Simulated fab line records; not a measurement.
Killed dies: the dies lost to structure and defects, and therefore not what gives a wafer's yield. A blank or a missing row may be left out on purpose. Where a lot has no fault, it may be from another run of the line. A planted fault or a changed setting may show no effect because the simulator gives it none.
Chamber matching    flow nandHarc    NHARC_A_M1_DEP_33 on pecvd-03: 3 sister chambers
The step deposits SiCN, target thk 30 nm. 14 wafers are shown with their chamber, then 7 later ones without.

EACH WAFER AND ITS CHAMBER
wafer   chamber  heaterPowerW (W)
L077.1  2        640
L077.4  2        630
L077.6  1        474
L079.4  2        635
L079.5  1        530
L079.6  0        438
L082.2  1        500
L082.4  1        510
L082.6  2        619
L088.2  0        496
L088.5  2        588
L088.6  0        517
L085.4  2        595
L085.5  0        453

SIGNATURES, as means of the wafers listed above
reading       chamber 0  chamber 1  chamber 2  scatter within a chamber
heaterPowerW  476.00     503.50     617.83     27
Rule: a wafer lies at a distance from a chamber equal to the root of the sum of squares, over the readings, of (its reading less the chamber's mean, divided by the reading's scatter). If the next closest chamber is less than 2 further off than the closest, the wafer can't be placed; otherwise it belongs to the closest. The scatter is the square root of a quotient: the sum, over the shown wafers, of each reading's squared deviation from its chamber's mean, divided by wafers minus chambers.

WAFERS WITH NO CHAMBER GIVEN
wafer   heaterPowerW (W)
L085.6  480
L091.1  475
L091.2  476
L091.3  594
L091.4  489
L091.5  484
L091.6  611

WHICH CHAMBER EACH WENT THROUGH
wafer   from the rows above      in truth
L085.6  can't be placed: 0 or 1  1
L091.1  can't be placed: 0 or 1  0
L091.2  can't be placed: 0 or 1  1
L091.3  2                        2
L091.4  can't be placed: 0 or 1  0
L091.5  can't be placed: 0 or 1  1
L091.6  2                        2
Placed correctly: 2 of 7. Unplaceable from these rows: 5, with the true chamber sitting among the candidates in 5. 0 placed wrongly.
